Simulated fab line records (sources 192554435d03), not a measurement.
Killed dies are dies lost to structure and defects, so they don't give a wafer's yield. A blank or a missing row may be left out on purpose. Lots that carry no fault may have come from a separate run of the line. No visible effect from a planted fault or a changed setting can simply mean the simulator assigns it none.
Split-lot study | flow n5_finfet | on a route of 1938 steps: 7 lots, 21 wafers read

ABOUT THE SPLIT
At N5_BEOL_M5_EXPOSE_08 (exposes mask M5, target cd 28 nm), the setting dose_mj was moved away from the recipe's 35.75 on 7 of the 21 wafers read, by -5.9% to +7.2%. The other wafers ran this setting at the recipe's value.

FROM THE SPLIT TO THE READING: what the file shows between them, 12 steps
- N5_BEOL_M5_PEB_09: peb time 60 s
- N5_BEOL_M5_DEVELOP_10: develop time 30 s
- N5_BEOL_M5_CD_MEAS_11: target cd 27.74 nm
- N5_BEOL_M5_DESCUM_16: chemistry O2, time 7 s
- N5_BEOL_M5_ETCH_72: etches underlayer in N2/H2, target depth 6.5 nm, time 5.2 s
- N5_BEOL_M5_ETCH_61: etches SiARC in CF4, target depth 15.6 nm, time 26 s
- N5_BEOL_M5_ETCH_62: etches SOC in N2/H2, target depth 75 nm, overetch 15 nm, time 112.5 s
- N5_BEOL_M5_STRIP_63: strips in N2/H2
- N5_BEOL_M5_STRIP_73: strips in N2/H2
- N5_BEOL_M5_STRIP_64: strips in CF4
- N5_BEOL_M5_HM_OPEN_17: chemistry Cl2/BCl3, target TiN, target depth 20 nm, overetch 6 nm
- N5_BEOL_M5_STRIP_19: strips in O2

THE READING
cd_nm, in nm, at N5_BEOL_M5_CD_MEAS_18 (pitch 56 nm, target cd 28 nm). A value of 27.9 nm with a standard deviation of 0.36 nm is what fault-free wafers of this fab line usually give.

wafer  | tool, chamber at the split | dose_mj as run | against the recipe | cd_nm, nm | against lot-mates on the recipe
L079.2 | euv_scanner-02, 0          | 35.75          | recipe             | 27.5      | -
L079.3 | euv_scanner-02, 0          | 38.33          | +7.2%              | 29.3      | +1.9
L079.5 | euv_scanner-02, 0          | 35.75          | recipe             | 27.3      | -
L078.1 | euv_scanner-02, 0          | 33.65          | -5.9%              | 26.4      | -1.8
L078.3 | euv_scanner-02, 0          | 35.75          | recipe             | 28.2      | -
L078.6 | euv_scanner-02, 0          | 33.65          | -5.9%              | 26.5      | -1.7
L082.2 | euv_scanner-02, 0          | 35.75          | recipe             | 27.8      | -
L082.3 | euv_scanner-02, 0          | 35.75          | recipe             | 28.1      | -
L082.4 | euv_scanner-02, 0          | 35.75          | recipe             | 27.3      | -
L091.1 | euv_scanner-02, 0          | 35.75          | recipe             | 28.4      | -
L091.2 | euv_scanner-02, 0          | 35.75          | recipe             | 28.4      | -
L091.6 | euv_scanner-02, 0          | 35.75          | recipe             | 28.1      | -
L094.1 | euv_scanner-01, 0          | 34.14          | -4.5%              | 26.8      | -1.2
L094.4 | euv_scanner-01, 0          | 35.75          | recipe             | 28.4      | -
L094.5 | euv_scanner-01, 0          | 35.75          | recipe             | 27.6      | -
L095.1 | euv_scanner-02, 0          | 37.7           | +5.5%              | 28.9      | +1.0
L095.2 | euv_scanner-02, 0          | 35.75          | recipe             | 27.7      | -
L095.6 | euv_scanner-02, 0          | 35.75          | recipe             | 28.1      | -
L097.2 | euv_scanner-01, 0          | 37.98          | +6.2%              | 29.4      | +1.7
L097.4 | euv_scanner-01, 0          | 35.75          | recipe             | 27.7      | -
L097.5 | euv_scanner-01, 0          | 37.98          | +6.2%              | 29.6      | +1.9

FIT RESULTS
A straight line over all 21 wafers: cd_nm changes by +0.232 nm for each +1% of dose_mj; r = +0.92; the points scatter about the line by 0.34 nm.
The same after taking each lot's own level away (the mean of its wafers on the recipe; 21 wafers): +0.273 nm for each +1%; r = +0.97; scatter 0.24 nm.
On that fit, the largest move of dose_mj shifts the reading by 2 nm.
Measured against the standard deviation above, the lots' own levels, which go from 27.40 to 28.30 nm, span 2.5 times it.
Thus the slope moves with the lot-to-lot level: the two fits are different.
Check: for one of the wafers moved furthest among these (+7.2%), held out of the fit, the line's prediction against its lot-mates is +1.95 nm. It came out at +1.9 nm against them.

ADDITIONAL SPLITS CARRIED BY THESE WAFERS
Before the reading, these wafers also passed through other splits. Each is held against what the fit with the lots' levels taken away leaves over:
other split on the same wafers    | wafers away from the commonest value | r with cd_nm (lot level and that fit taken away)
N5_BEOL_M4_ETCH_70 bias_w         | 11                                   | -0.58
N5_BEOL_M5_HM_DEP_02 target_thk_a | 8                                    | -0.11

THE WHOLE CHAIN: every reading that the file lists as answering this split, in the file's order
step                  | what it does                                                          | reading                                                        | change (the file's fit)               | r (the file's)
N5_BEOL_M5_CD_MEAS_11 | target cd 27.74 nm                                                    | cd_nm                                                          | +0.286 nm for each +1% of the setting | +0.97
N5_BEOL_M5_DESCUM_16  | chemistry O2, time 7 s                                                | BEOL_M5.cd_nm (the simulator's own value, which no gauge read) | +0.228 nm for each +1% of the setting | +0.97
N5_BEOL_M5_ETCH_72    | etches underlayer in N2/H2, target depth 6.5 nm, time 5.2 s           | BEOL_M5.cd_nm (the simulator's own value, which no gauge read) | +0.247 nm for each +1% of the setting | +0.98
N5_BEOL_M5_ETCH_62    | etches SOC in N2/H2, target depth 75 nm, overetch 15 nm, time 112.5 s | BEOL_M5.cd_nm (the simulator's own value, which no gauge read) | +0.26 nm for each +1% of the setting  | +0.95
N5_BEOL_M5_CD_MEAS_18 | pitch 56 nm, target cd 28 nm                                          | cd_nm                                                          | +0.266 nm for each +1% of the setting | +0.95

FILE'S OWN FIT
cd_nm changes by +0.266 nm for each +1% of dose_mj, r = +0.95.
